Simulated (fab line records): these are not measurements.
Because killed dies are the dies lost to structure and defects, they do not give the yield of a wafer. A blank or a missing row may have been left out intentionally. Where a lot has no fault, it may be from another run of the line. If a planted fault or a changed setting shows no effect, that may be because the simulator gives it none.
fab line records | flow n5_finfet
record: lots: 5 | wafers: 13 | last_day: 14
route steps=1938 shown BEOL_M4@1099 BEOL_M5@1112 TV_OPEN@1887 PASSIVATION@1936
lots that met no fault: taken from a fault-free run of the same line
start_h: start of the lot's first displayed wafer, in hours after the record's first day | wait_h: hours elapsed since this lot's preceding step | " unchanged from the row above | L1.1+2: one row covering several wafers at once | - no value present, or no start provided | * or withheld: withheld | < > ~ a bound
route shown NAME@n: a module of which the file shows steps, and the number in the route of the first | usual: mean/standard deviation of fault-free wafers | same: alike in all rows | chamber/n: place in a boat | sites: each site's reading | _std_site: standard deviation across them | _edge_site: mean of outer sites minus mean of inner sites | radius_mm: how far each site lies from the wafer's centre | mask NAME#n: copy n | behind: tool/chamber where the wafer was last shaped | hold: why the lot went on hold/how many hours it stayed there/how the hold came to an end | device: the n, p or np transistor that did not switch | end of line: the tests these same wafers got at the end of their route | a step with no rows: only its recipe | killed: dies lost to structure and defects at the first sort, not the wafer's yield | map: dies across one wafer; x = killed, . = not, _ = none there
set.NAME: the setting as run; set.NAME@STEP: as run at that earlier step | model.NAME: the simulator's own value behind a step, which no gauge read
lots at some steps of the route; a table a step, a row a wafer
services: when a tool's chamber went out of use (start_h, in hours from the record's first day, below 0 if earlier), for how many hours, and the reason
== steps ==
step: N5_BEOL_M4_ANNEAL_95
recipe: temp_c: 400 | time_s: 240 | ambient: vacuum
step: N5_BEOL_M4_SPUTTER_96
recipe: material: Cu | target_thk_a: 45 | temp_c: -20 | chamber_pressure_pa: 0.07 | power_w: withheld | time_s: 8.29
step: N5_BEOL_M4_ECD_50
recipe: material: Cu | target_thk_a: 3000
step: N5_BEOL_M4_ANNEAL_51
recipe: temp_c: 225 | time_s: 90 | ambient: N2
step: N5_BEOL_M4_CMP_52
recipe: stop_on: SiOC | t_overpolish_s: 6.8 | down_force_psi: 1 | platen_rpm: 50 | clearing_platen_down_force_psi: 1.5 | clearing_platen_rpm: 50 | post_cmp_clean: cu_alkaline | target_thk_nm: 40 | clearing_platen_pad_velocity_m_s: 0.99484 | pad_velocity_m_s: 0.99484
step: N5_BEOL_M4_PRE_CLEAN_60
recipe: gas: NH3/H2 | time_s: 15 | temp_c: * | rf_power_w: 300
step: N5_BEOL_M4_CO_CAP_55
recipe: material: Co | target_thk_a: 20 | temp_c: 200 | precursor: CCTBA/H2 | pressure_torr: 30 | time_s: 102.1
step: N5_BEOL_M4_PRE_CLEAN_56
recipe: gas: NH3 | time_s: 15 | temp_c: withheld | rf_power_w: 300
step: N5_BEOL_M4_DEP_57
recipe: material: SiCN | target_thk_a: 80 | temp_c: withheld | precursor: 3MS/NH3 | pressure_torr: 3 | rf_w: 202 | time_s: 14
step: N5_BEOL_M4_RC_MEAS_101
usual: DIBL_N: 36.0/1.9 | DIBL_P: 35.6/2.4 | IOFF_N: 0.16/0.036 | IOFF_P: 0.21/0.04 | ION_N: 673/14 | ION_P: 460/8.9 | SS_N: 71.5/0.67 | SS_P: 73.2/0.73 | VT_N: 249/3.6 | VT_P: -250/3.7
lot.wafer | tool      | chamber | start_h | wait_h | DIBL_N[mV/V] | DIBL_P[mV/V] | IOFF_N[nA/um] | IOFF_P[nA/um] | ION_N[uA/um] | ION_P[uA/um] | SS_N[mV/dec] | SS_P[mV/dec] | VT_N[mV] | VT_P[mV]
L634.4    | prober-01 | 0       | 211.79  | 0.5    | 37.3         | 37.0         | 0.20          | 0.26          | 689          | 477          | 71.9         | 73.1         | 245      | -246
L634.5    | "         | 0       | "       | "      | 33.0         | 32.6         | 0.12          | 0.19          | 669          | 461          | 70.4         | 72.3         | 250      | -245
L637.1    | prober-01 | 0       | 227.52  | 0.0    | 35.6         | 33.4         | 0.12          | 0.16          | 649          | 449          | 71.2         | 72.6         | 251      | -255
L637.3    | "         | 0       | "       | "      | 35.7         | 34.0         | 0.12          | 0.16          | 661          | 451          | 70.8         | 72.4         | 254      | -253
L637.6    | "         | 0       | "       | "      | 38.9         | 38.6         | 0.19          | 0.23          | 686          | 462          | 71.8         | 73.6         | 248      | -250
L638.1    | prober-01 | 0       | 231.31  | 0.0    | 37.0         | 35.3         | 0.18          | 0.20          | 693          | 472          | 72.2         | 73.9         | 249      | -252
L638.4    | "         | 0       | "       | "      | 36.9         | 35.9         | 0.17          | 0.20          | 680          | 462          | 71.3         | 73.5         | 250      | -252
L638.5    | "         | 0       | "       | "      | 35.8         | 33.9         | 0.14          | 0.17          | 663          | 448          | 70.5         | 73.6         | 250      | -255
L639.1    | prober-01 | 0       | 246.12  | 0.0    | 33.9         | 32.7         | 0.12          | 0.17          | 657          | 450          | 70.6         | 71.4         | 254      | -252
L639.2    | "         | 0       | "       | "      | 36.7         | 36.8         | 0.18          | 0.22          | 688          | 464          | 71.3         | 72.5         | 247      | -249
L641.4    | prober-01 | 0       | 247.51  | 0.7    | 40.5         | 39.9         | 0.26          | 0.24          | 670          | 451          | 73.5         | 73.7         | 244      | -252
L641.5    | "         | 0       | "       | "      | 36.9         | 38.0         | 0.20          | 0.22          | 687          | 467          | 71.8         | 73.7         | 245      | -251
L641.6    | "         | 0       | "       | "      | 36.9         | 36.9         | 0.19          | 0.20          | 683          | 459          | 72.1         | 73.7         | 244      | -251
step: N5_BEOL_M5_ILD_DEP_00
recipe: material: SiCOH_lowk | target_thk_a: 1406.4 | temp_c: 300 | precursor: DEMS/porogen | pressure_torr: 5 | rf_w: 500 | time_s: 25.9
step: N5_BEOL_M5_CURE_79
recipe: temp_c: 385 | time_s: 240 | ambient: He/Ar | material: SiCOH_lowk
step: N5_BEOL_M5_PECVD_70
recipe: material: SiO2 | target_thk_a: 160 | temp_c: 400 | precursor: TEOS/O2 | pressure_torr: 5.5 | rf_w: 450 | teos_flow_sccm: 53.8 | gas: O2 | flow_sccm: 3000 | time_s: 18
step: N5_BEOL_M5_HM_DEP_02
recipe: material: TiN | target_thk_a: 200 | temp_c: 25 | chamber_pressure_pa: 0.49996
step: N5_BEOL_M5_COAT_59
recipe: resist: SOC | temp_c: 250 | time_s: 60 | spin_rpm: 1500 | resist_thk_nm: 60
step: N5_BEOL_M5_COAT_60
recipe: resist: SiARC | temp_c: 220 | time_s: 60 | spin_rpm: 1500 | resist_thk_nm: 12
step: N5_BEOL_M5_COAT_71
recipe: resist: underlayer | temp_c: 205 | time_s: 60 | spin_rpm: 1500 | resist_thk_nm: 5
step: N5_BEOL_M5_COAT_05
recipe: resist: CAR-EUV | spin_rpm: 1500 | resist_thk_nm: 30
step: N5_BEOL_M5_EBR_07
recipe: solvent: PGMEA | ebr_width_mm: 1.5
step: N5_BEOL_M5_SOFTBAKE_06
recipe: temp_c: 110 | time_s: 60 | resist: CAR-EUV
step: N5_BEOL_M5_EXPOSE_08
recipe: mask_id: M5 | na: 0.33 | source_shape: annular | sigma_inner: 0.4 | sigma_outer: 0.8 | polarization: unpolarized | target_cd_nm: 28 | dose_mj: 35.75
step: N5_BEOL_M5_PEB_09
recipe: peb_temp_c: 100 | peb_time_s: 60 | resist: CAR-EUV
step: N5_BEOL_M5_DEVELOP_10
recipe: develop_time_s: 30 | developer: TMAH | resist: CAR-EUV | rinse_liquid: surfactant_rinse | dry: air_spin | dev_temp_c: 23
step: N5_BEOL_M5_DESCUM_16
recipe: chemistry: O2 | time_s: 7 | source_power_w: 50 | bias_power_w: 20 | pressure_mtorr: 20 | rf_frequency_hz: 2.712e+07 | temp_c: 40 | resist: CAR-EUV | o2_flow_sccm: 225
step: N5_BEOL_M5_ETCH_72
recipe: chemistry: N2/H2 | target: underlayer | target_depth_a: 65 | mask_material: CAR-EUV | time_s: 5.2 | ion_energy_ev: 200 | pressure_mtorr: 30 | source_w: 840 | bias_w: 150 | n2_flow_sccm: 200 | h2_flow_sccm: 200 | ends: cleared
step: N5_BEOL_M5_ETCH_61
recipe: chemistry: CF4 | target: SiARC | target_depth_a: 156 | mask_material: CAR-EUV | time_s: 26 | ion_energy_ev: 80 | pressure_mtorr: 40 | source_w: 545 | bias_w: 36 | Ar_flow_sccm: 100 | cf4_flow_sccm: 100 | ends: cleared
step: N5_BEOL_M5_ETCH_62
recipe: chemistry: N2/H2 | target: SOC | target_depth_a: 750 | overetch_a: 150 | mask_material: SiARC | temp_c: 40 | time_s: 112.5 | ion_energy_ev: 200 | pressure_mtorr: 30 | source_w: 840 | bias_w: 150 | n2_flow_sccm: 200 | h2_flow_sccm: 200
step: N5_BEOL_M5_STRIP_63
recipe: chemistry: N2/H2 | temp_c: 40 | n2_flow_sccm: 200 | h2_flow_sccm: 200 | rf_frequency_hz: 6e+07
step: N5_BEOL_M5_STRIP_73
recipe: chemistry: N2/H2 | temp_c: 40 | n2_flow_sccm: 200 | h2_flow_sccm: 200 | rf_frequency_hz: 6e+07
step: N5_BEOL_M5_STRIP_64
recipe: chemistry: CF4 | resist: SiARC | power_w: 300 | bias_power_w: 75 | pressure_mtorr: 50 | cf4_flow_sccm: 150 | rf_frequency_hz: 6e+07
step: N5_BEOL_M5_HM_OPEN_17
recipe: chemistry: Cl2/BCl3 | target_depth_a: 200 | overetch_a: 60 | target: TiN | mask_material: SOC | ion_energy_ev: 150 | pressure_mtorr: 10 | icp_w: 1000 | bias_w: 126 | Cl2_flow_sccm: 53.25 | bcl3_flow_sccm: 21.75 | Ar_flow_sccm: 25
step: N5_BEOL_M5_STRIP_19
recipe: chemistry: O2 | power_w: 400 | temp_c: 40 | pressure_mtorr: 30 | rf_frequency_hz: 6e+07 | bias_power_w: 0 | overash_fraction: 0.2 | o2_flow_sccm: 225
step: N5_BEOL_M5_COAT_65
recipe: resist: SOC | temp_c: 250 | time_s: 60 | spin_rpm: 1500 | resist_thk_nm: 60
step: N5_BEOL_M5_COAT_66
recipe: resist: SiARC | temp_c: 220 | time_s: 60 | spin_rpm: 1500 | resist_thk_nm: 12
step: N5_PASSIVATION_PASS_ETCH_74
recipe: chemistry: CF4/O2 | target: SiNx | target_depth_a: 2200 | time_s: 110 | ion_energy_ev: 100 | pressure_mtorr: 40 | source_w: 535 | bias_w: 49 | Ar_flow_sccm: 100 | cf4_flow_sccm: 100 | O2_flow_sccm: 10
usual: O2_flow_sccm: 10.00/0.031 | bias_w: 48.99/0.15 | drypump_motor_current_A: 5.6/0.49 | oes_product_au: 0.80/0.086 | rf_vpp_V: 237/5.2 | showerhead_plenum_p_Torr: 2.20/0.1 | throttle_valve_pct: 16.03/0.22
lot.wafer | tool        | chamber | start_h | wait_h | O2_flow_sccm | bias_w | drypump_motor_current_A | oes_product_au | rf_hours_counter_h | rf_vpp_V | showerhead_plenum_p_Torr | throttle_valve_pct | model.coat_of_PASSIVATION_COAT_04.thk_nm
L634.4    | rie_diel-02 | 1       | 309.74  | 0.0    | 10.00        | 48.61  | 5.5                     | 0.89           | -                  | 231      | 2.16                     | 16.01              | *
L634.5    | "           | 2       | "       | "      | 10.04        | 49.21  | 5.6                     | 0.78           | -                  | 232      | 2.12                     | 15.99              | *
L637.1    | rie_diel-02 | 3       | 317.45  | 0.0    | -            | -      | -                       | -              | -                  | -        | -                        | -                  | *
L637.3    | "           | 1       | "       | "      | -            | -      | -                       | -              | -                  | -        | -                        | -                  | *
L637.6    | "           | 1       | "       | "      | -            | -      | -                       | -              | -                  | -        | -                        | -                  | *
L638.1    | rie_diel-03 | 3       | 317.61  | 0.0    | -            | -      | -                       | -              | -                  | -        | -                        | -                  | *
L638.4    | "           | 2       | "       | "      | -            | -      | -                       | -              | -                  | -        | -                        | -                  | *
L638.5    | "           | 0       | "       | "      | -            | -      | -                       | -              | -                  | -        | -                        | -                  | *
L641.4    | rie_diel-03 | 3       | 337.62  | 0.0    | -            | -      | -                       | -              | -                  | -        | -                        | -                  | *
L641.5    | "           | 1       | "       | "      | -            | -      | -                       | -              | -                  | -        | -                        | -                  | *
L641.6    | "           | 0       | "       | "      | -            | -      | -                       | -              | -                  | -        | -                        | -                  | *
L639.1    | rie_diel-06 | 2       | 338.42  | 0.0    | 10.01        | 48.85  | 4.7                     | 0.89           | 20                 | 235      | 2.17                     | 15.91              | *
L639.2    | "           | 0       | "       | "      | 9.94         | 48.78  | 6.2                     | 0.96           | 11                 | 250      | 2.35                     | 16.14              | *
step: N5_PASSIVATION_VIA_ETCH_13
recipe: chemistry: CHF3/O2 | target: SiO2 | target_depth_a: 6600 | CHF3_flow_sccm: 50 | O2_flow_sccm: 5 | Ar_flow_sccm: 200 | time_s: 330 | mask_material: PR | pressure_mtorr: 30 | source_w: 650 | bias_w: 170 | ion_energy_ev: 200 | ends: cleared
usual: CHF3_flow_sccm: 50.00/0.15 | O2_flow_sccm: 5.000/0.015 | drypump_motor_current_A: 5.6/0.49 | etch_rf_on_time_s: 240/5.1 | oes_product_au: 0.73/0.079 | rf_vpp_V: 514/11 | showerhead_plenum_p_Torr: 2.41/0.11 | throttle_valve_pct: 18.91/0.21
lot.wafer | tool        | chamber | start_h | wait_h | CHF3_flow_sccm | O2_flow_sccm | drypump_motor_current_A | etch_rf_on_time_s | oes_product_au | rf_hours_counter_h | rf_vpp_V | showerhead_plenum_p_Torr | throttle_valve_pct | model.coat_of_PASSIVATION_COAT_04.thk_nm
L634.4    | rie_diel-02 | 1       | 309.88  | 0.1    | 50.03          | 5.002        | 5.4                     | 240               | 0.80           | -                  | 500      | 2.37                     | 18.95              | *
L634.5    | "           | 2       | "       | "      | 50.01          | 5.029        | 5.6                     | 240               | 0.71           | -                  | 503      | 2.31                     | 18.85              | *
L637.1    | rie_diel-02 | 3       | 317.54  | 0.0    | 49.87          | 5.017        | 6.0                     | 825               | 0.33           | 35                 | 533      | 2.48                     | 18.64              | *
L637.3    | "           | 1       | "       | "      | 49.96          | 5.018        | 5.4                     | 825               | 0.34           | 19                 | 501      | 2.37                     | 18.86              | *
L637.6    | "           | 1       | "       | "      | 49.72          | 5.008        | 5.4                     | 825               | 0.33           | -                  | 499      | 2.37                     | 18.84              | *
L638.1    | rie_diel-03 | 3       | 317.70  | 0.0    | 50.04          | 4.981        | 6.4                     | 825               | 0.36           | 15                 | 509      | 2.54                     | 18.35              | *
L638.4    | "           | 2       | "       | "      | 49.94          | 5.023        | 5.3                     | 825               | 0.31           | 96                 | 522      | 2.34                     | 18.98              | *
L638.5    | "           | 0       | "       | "      | 49.93          | 4.982        | 6.0                     | 825               | 0.27           | -                  | 511      | 2.48                     | 18.77              | *
L641.4    | rie_diel-03 | 3       | 337.76  | 0.1    | 49.89          | 4.979        | 6.4                     | 825               | 0.34           | -                  | 509      | 2.53                     | 18.38              | *
L641.5    | "           | 1       | "       | "      | 50.21          | 4.980        | 5.1                     | 825               | 0.29           | -                  | 509      | 2.53                     | 18.61              | *
L641.6    | "           | 0       | "       | "      | 49.81          | 4.982        | 6.0                     | 825               | 0.26           | -                  | 509      | 2.48                     | 18.80              | *
L639.1    | rie_diel-06 | 2       | 338.51  | 0.0    | 50.03          | 4.984        | 4.7                     | 239               | 0.82           | 20                 | 510      | 2.38                     | 18.90              | *
L639.2    | "           | 0       | "       | "      | 50.13          | 5.007        | 6.2                     | 227               | 0.86           | 11                 | 539      | 2.55                     | 18.93              | *
step: N5_PASSIVATION_PROBE_49
usual: defect_limited_yield: 91.2/1.4 | killed_at_M0_to_M3: 32/9.3 | killed_at_M4_up: 14/4.9 | killed_at_contacts: 15/7.5 | killed_at_front_end: 40/11 | killed_at_other: 4/3.3 | killed_dies: 104/17 | killed_on_rim: 13/4.2 | killed_open: 68/14 | killed_short: 33/7.9 | sort_bin_5_function: 5.2/0.99 | sort_bin_6_memory: 3.2/0.65 | sort_bin_8_speed: 0.03/0.19 | sort_n_pass: 1076/17 | sort_yield_pct: 91.1/1.5
same: gross_dies: 1180 | killed_at_back_side: 0 | sort_bin_4_leakage[%]: 0
lot.wafer | tool      | chamber | start_h | wait_h | defect_limited_yield[%] | killed_at_M0_to_M3 | killed_at_M4_up | killed_at_contacts | killed_at_front_end | killed_at_other | killed_dies | killed_on_rim | killed_open | killed_short | sort_bin_5_function[%] | sort_bin_6_memory[%] | sort_bin_8_speed[%] | sort_n_pass | sort_yield_pct[%]
L638.1    | prober-01 | -       | 324.06  | 0.0    | 0                       | 31                 | 23              | 7                  | 40                  | 1079            | 1180        | 152           | 73          | 28           | 96.9                   | 3.0                  | 0                   | 0           | 0
L638.4    | prober-01 | -       | 324.21  | 0.2    | 0                       | 22                 | 23              | 14                 | 53                  | 1068            | 1180        | 152           | 73          | 40           | 96.6                   | 3.0                  | 0                   | 0           | 0
L638.5    | prober-01 | -       | 324.26  | 0.2    | 0                       | 36                 | 9               | 12                 | 61                  | 1062            | 1180        | 152           | 78          | 39           | 96.2                   | 3.3                  | 0                   | 0           | 0
L637.1    | prober-02 | -       | 324.86  | 0.0    | 0                       | 29                 | 8               | 10                 | 41                  | 1092            | 1180        | 152           | 51          | 38           | 96.6                   | 3.1                  | 0                   | 0           | 0
L637.3    | prober-02 | -       | 324.96  | 0.1    | 0                       | 35                 | 22              | 11                 | 48                  | 1064            | 1180        | 152           | 75          | 41           | 95.3                   | 4.6                  | 0                   | 0           | 0
L637.6    | prober-02 | -       | 325.11  | 0.3    | 0                       | 38                 | 10              | 5                  | 35                  | 1092            | 1180        | 152           | 49          | 38           | 96.9                   | 2.8                  | 0                   | 0           | 0
L641.4    | prober-01 | -       | 344.06  | 0.2    | 0                       | 22                 | 8               | 4                  | 83                  | 1063            | 1180        | 152           | 55          | 15           | 96.7                   | 3.1                  | 0                   | 0           | 0
L641.5    | prober-01 | -       | 344.11  | 0.2    | 0                       | 20                 | 7               | 6                  | 36                  | 1111            | 1180        | 152           | 48          | 22           | 97.6                   | 2.0                  | 0                   | 0           | 0
L641.6    | prober-01 | -       | 344.16  | 0.3    | 0                       | 22                 | 7               | 16                 | 38                  | 1097            | 1180        | 152           | 52          | 31           | 97.2                   | 2.5                  | 0                   | 0           | 0
L639.1    | prober-02 | -       | 346.06  | 0.0    | 89.2                    | 27                 | 16              | 20                 | 54                  | 10              | 127         | 17            | 83          | 41           | 6.3                    | 3.9                  | 0                   | 1053        | 89.2
L639.2    | prober-02 | -       | 346.11  | 0.1    | 89.0                    | 49                 | 12              | 30                 | 33                  | 6               | 130         | 16            | 97          | 32           | 6.0                    | 4.6                  | 0                   | 1050        | 89.0
killed by level:class
L638.1 TV_OPEN:area_etch=1076 BEOL_M4:geometric_particle:open=14 STI_FIN_REVEAL:geometric_particle:open=9 BEOL_M3:geometric_particle:open=8 FIN_SAQP:geometric_particle:short=7 MOL_CONTACT_COAG:geometric_particle:open=7 FIN_SAQP:geometric_particle:open=6 BEOL_M0_SAQP:geometric_particle:short=6
L638.4 TV_OPEN:area_etch=1066 FIN_SAQP:geometric_particle:short=18 FIN_SAQP:geometric_particle:open=12 MOL_CONTACT_COAG:geometric_particle:open=12 BEOL_M4:geometric_particle:open=11 BEOL_M3:geometric_particle:open=8 BEOL_M4:geometric_particle:short=5 BEOL_M2:geometric_particle:open=4
L638.5 TV_OPEN:area_etch=1062 FIN_SAQP:geometric_particle:open=12 MOL_CONTACT_COAG:geometric_particle:open=9 BEOL_M0_SAQP:geometric_particle:open=9 FIN_SAQP:geometric_particle:short=7 BEOL_M0:geometric_particle:open=7 SPACER0:geometric_particle:open=6 STI_FIN_REVEAL:geometric_particle:open=6
L637.1 TV_OPEN:area_etch=1091 FIN_SAQP:geometric_particle:short=12 BEOL_M3:geometric_particle:open=9 FIN_SAQP:geometric_particle:open=6 MOL_CONTACT_COAG:geometric_particle:open=6 STI_FIN_REVEAL:geometric_particle:open=6 BEOL_M0_SAQP:geometric_particle:open=5 BEOL_M0_SAQP:geometric_particle:short=5
L637.3 TV_OPEN:area_etch=1062 FIN_SAQP:geometric_particle:short=12 BEOL_M4:geometric_particle:open=12 FIN_SAQP:geometric_particle:open=11 BEOL_M3:geometric_particle:open=9 BEOL_M0_SAQP:geometric_particle:short=9 MOL_CONTACT_COAG:geometric_particle:open=9 BEOL_M2:geometric_particle:open=5
L637.6 TV_OPEN:area_etch=1092 FIN_SAQP:geometric_particle:short=16 BEOL_M0_SAQP:geometric_particle:open=15 FIN_SAQP:geometric_particle:open=9 BEOL_M0_SAQP:geometric_particle:short=9 BEOL_M2:geometric_particle:open=9 MOL_CONTACT_COAG:geometric_particle:short=3 BEOL_M4:geometric_particle:short=3
L641.4 TV_OPEN:area_etch=1061 FIN_CUT:area_etch=47 FIN_SAQP:geometric_particle:open=9 STI_FIN_REVEAL:geometric_particle:open=8 BEOL_M3:geometric_particle:open=7 DUMMY_GATE:geometric_particle:open=5 BEOL_M2:geometric_particle:open=4 BEOL_M1:geometric_particle:open=4
L641.5 TV_OPEN:area_etch=1107 FIN_SAQP:geometric_particle:open=10 STI_FIN_REVEAL:geometric_particle:open=8 FIN_SAQP:geometric_particle:short=6 MOL_CONTACT_COAG:geometric_particle:open=5 BEOL_M0_SAQP:geometric_particle:short=5 BEOL_M2:geometric_particle:open=4 BEOL_M0_SAQP:geometric_particle:open=4
L641.6 TV_OPEN:area_etch=1096 MOL_CONTACT_COAG:geometric_particle:open=15 BEOL_M0_SAQP:geometric_particle:short=11 FIN_SAQP:geometric_particle:open=10 FIN_SAQP:geometric_particle:short=5 BEOL_M0_SAQP:geometric_particle:open=5 STARTING-WAFER:geometric_particle:open=5 STI_FIN_REVEAL:geometric_particle:open=4
L639.1 MOL_CONTACT_COAG:geometric_particle:open=16 FIN_SAQP:geometric_particle:open=10 STI_FIN_REVEAL:geometric_particle:open=10 BEOL_M4:geometric_particle:open=10 GATE_CUT:geometric_particle:short=9 STI_FIN_REVEAL:geometric_particle:short=7 BEOL_M0_SAQP:geometric_particle:open=6 BEOL_M2:geometric_particle:open=5
L639.2 MOL_CONTACT_COAG:geometric_particle:open=26 STI_FIN_REVEAL:geometric_particle:open=17 BEOL_M0_SAQP:geometric_particle:open=14 BEOL_M0:geometric_particle:open=8 BEOL_M0_SAQP:geometric_particle:short=7 GATE_CUT:geometric_particle:open=5 BEOL_M2:geometric_particle:short=5 BEOL_M3:geometric_particle:open=5
map L637.1 (x killed, . not)
_________________xxxxxxxxxxxx________________
______________xxxxxxxxxxxxxxxxxx_____________
___________xxxxxxxxxxxxxxxxxxxxxxxx__________
__________xxxxxxxxxxxxxxxxxxxxxxxxxx_________
________xxxxxxxxxxxxxxxxxxxxxxxxxxxxxx_______
_______xxxxxxxxxxxxxxxxxxxxxxxxxxxxxxxx______
______xxxxxxxxxxxxxxxxxxxxxxxxxxxxxxxxxx_____
_____xxxxxxxxxxxxxxxxxxxxxxxxxxxxxxxxxxxx____
____xxxxxxxxxxxxxxxxxxxxxxxxxxxxxxxxxxxxxx___
___xxxxxxxxxxxxxxxxxxxxxxxxxxxxxxxxxxxxxxxx__
___xxxxxxxxxxxxxxxxxxxxxxxxxxxxxxxxxxxxxxxx__
__xxxxxxxxxxxxxxxxxxxxxxxxxxxxxxxxxxxxxxxxxx_
__xxxxxxxxxxxxxxxxxxxxxxxxxxxxxxxxxxxxxxxxxx_
_xxxxxxxxxxxxxxxxxxxxxxxxxxxxxxxxxxxxxxxxxxxx
_xxxxxxxxxxxxxxxxxxxxxxxxxxxxxxxxxxxxxxxxxxxx
_xxxxxxxxxxxxxxxxxxxxxxxxxxxxxxxxxxxxxxxxxxxx
_xxxxxxxxxxxxxxxxxxxxxxxxxxxxxxxxxxxxxxxxxxxx
_xxxxxxxxxxxxxxxxxxxxxxxxxxxxxxxxxxxxxxxxxxxx
_xxxxxxxxxxxxxxxxxxxxxxxxxxxxxxxxxxxxxxxxxxxx
_xxxxxxxxxxxxxxxxxxxxxxxxxxxxxxxxxxxxxxxxxxxx
_xxxxxxxxxxxxxxxxxxxxxxxxxxxxxxxxxxxxxxxxxxxx
__xxxxxxxxxxxxxxxxxxxxxxxxxxxxxxxxxxxxxxxxxx_
__xxxxxxxxxxxxxxxxxxxxxxxxxxxxxxxxxxxxxxxxxx_
___xxxxxxxxxxxxxxxxxxxxxxxxxxxxxxxxxxxxxxxx__
___xxxxxxxxxxxxxxxxxxxxxxxxxxxxxxxxxxxxxxxx__
____xxxxxxxxxxxxxxxxxxxxxxxxxxxxxxxxxxxxxx___
_____xxxxxxxxxxxxxxxxxxxxxxxxxxxxxxxxxxxx____
______xxxxxxxxxxxxxxxxxxxxxxxxxxxxxxxxxx_____
_______xxxxxxxxxxxxxxxxxxxxxxxxxxxxxxxx______
________xxxxxxxxxxxxxxxxxxxxxxxxxxxxxx_______
__________xxxxxxxxxxxxxxxxxxxxxxxxxx_________
___________xxxxxxxxxxxxxxxxxxxxxxxx__________
______________xxxxxxxxxxxxxxxxxx_____________
_________________xxxxxxxxxxxx________________
map L638.1 (x killed, . not)
_________________xxxxxxxxxxxx________________
______________xxxxxxxxxxxxxxxxxx_____________
___________xxxxxxxxxxxxxxxxxxxxxxxx__________
__________xxxxxxxxxxxxxxxxxxxxxxxxxx_________
________xxxxxxxxxxxxxxxxxxxxxxxxxxxxxx_______
_______xxxxxxxxxxxxxxxxxxxxxxxxxxxxxxxx______
______xxxxxxxxxxxxxxxxxxxxxxxxxxxxxxxxxx_____
_____xxxxxxxxxxxxxxxxxxxxxxxxxxxxxxxxxxxx____
____xxxxxxxxxxxxxxxxxxxxxxxxxxxxxxxxxxxxxx___
___xxxxxxxxxxxxxxxxxxxxxxxxxxxxxxxxxxxxxxxx__
___xxxxxxxxxxxxxxxxxxxxxxxxxxxxxxxxxxxxxxxx__
__xxxxxxxxxxxxxxxxxxxxxxxxxxxxxxxxxxxxxxxxxx_
__xxxxxxxxxxxxxxxxxxxxxxxxxxxxxxxxxxxxxxxxxx_
_xxxxxxxxxxxxxxxxxxxxxxxxxxxxxxxxxxxxxxxxxxxx
_xxxxxxxxxxxxxxxxxxxxxxxxxxxxxxxxxxxxxxxxxxxx
_xxxxxxxxxxxxxxxxxxxxxxxxxxxxxxxxxxxxxxxxxxxx
_xxxxxxxxxxxxxxxxxxxxxxxxxxxxxxxxxxxxxxxxxxxx
_xxxxxxxxxxxxxxxxxxxxxxxxxxxxxxxxxxxxxxxxxxxx
_xxxxxxxxxxxxxxxxxxxxxxxxxxxxxxxxxxxxxxxxxxxx
_xxxxxxxxxxxxxxxxxxxxxxxxxxxxxxxxxxxxxxxxxxxx
_xxxxxxxxxxxxxxxxxxxxxxxxxxxxxxxxxxxxxxxxxxxx
__xxxxxxxxxxxxxxxxxxxxxxxxxxxxxxxxxxxxxxxxxx_
__xxxxxxxxxxxxxxxxxxxxxxxxxxxxxxxxxxxxxxxxxx_
___xxxxxxxxxxxxxxxxxxxxxxxxxxxxxxxxxxxxxxxx__
___xxxxxxxxxxxxxxxxxxxxxxxxxxxxxxxxxxxxxxxx__
____xxxxxxxxxxxxxxxxxxxxxxxxxxxxxxxxxxxxxx___
_____xxxxxxxxxxxxxxxxxxxxxxxxxxxxxxxxxxxx____
______xxxxxxxxxxxxxxxxxxxxxxxxxxxxxxxxxx_____
_______xxxxxxxxxxxxxxxxxxxxxxxxxxxxxxxx______
________xxxxxxxxxxxxxxxxxxxxxxxxxxxxxx_______
__________xxxxxxxxxxxxxxxxxxxxxxxxxx_________
___________xxxxxxxxxxxxxxxxxxxxxxxx__________
______________xxxxxxxxxxxxxxxxxx_____________
_________________xxxxxxxxxxxx________________
== services ==
tool        | chamber | start_h | hours | kind
rie_diel-06 | 0       | 287.31  | -     | clean
rie_diel-06 | 0       | 287.31  | -     | consumable_replace:focus_ring
rie_diel-06 | 0       | 287.31  | -     | consumable_replace:showerhead
rie_diel-06 | 0       | 287.31  | 19.2  | scheduled_down
rie_diel-06 | 0       | 287.31  | 19.2  | vent_cycle
rie_diel-06 | 3       | 289.56  | 18.8  | repair
rie_diel-02 | 3       | 297.64  | 18.1  | repair
rie_diel-02 | 1       | 303.65  | 4.8   | repair
rie_diel-06 | 1       | 313.27  | 20.2  | repair
rie_diel-02 | 0       | 320.60  | 12.9  | repair
rie_diel-03 | 2       | 336.02  | 2.5   | repair
== key ==
first_sign: step: N5_PASSIVATION_PASS_ETCH_74 | reading: tool_record | direction: missing
effect: step: N5_PASSIVATION_VIA_ETCH_13 | reading: etch_rf_on_time_s | direction: up | sigmas: 99+ | usual: * | struck: *
effect: step: N5_PASSIVATION_PROBE_49 | reading: killed_at_other | direction: up | sigmas: 99+ | usual: 4 | struck: 1081
model_effect: step: N5_PASSIVATION_PASS_ETCH_74 | value: coat_of_PASSIVATION_COAT_04.thk_nm | without: * | struck: *
model_effect: step: N5_PASSIVATION_VIA_ETCH_13 | value: coat_of_PASSIVATION_COAT_04.thk_nm | without: * | struck: *
more_kills_born_at: N5_PASSIVATION_PASS_ETCH_74@rie_diel-03: 6468 | N5_PASSIVATION_PASS_ETCH_74@rie_diel-02: 3245
met_at N5_PASSIVATION_PASS_ETCH_74
struck_wafers L637.1,L637.3,L637.6,L638.1,L638.4,L638.5,L641.4,L641.5,L641.6
later_rows_left_out L637.1,L637.3,L637.6,L638.1,L638.4,L638.5,L641.4,L641.5,L641.6
baseline_loss: step: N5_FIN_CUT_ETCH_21 | wafers: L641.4
onset_between 309.74 317.45
fault: kind: skipped_step_whole | tool: rie_diel-02,rie_diel-03 | chamber: - | onset_h: 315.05 | steps: N5_PASSIVATION_PASS_ETCH_74 | scope: struck_lots_only
later_rows_left_out: the simulator's readings of these wafers behind a module that went badly wrong aren't trusted and aren't shown, but for the sort
baseline_loss: these wafers lose ten dies or more at that step, a loss of the line's own and not of a fault; the sort's usual values leave them out
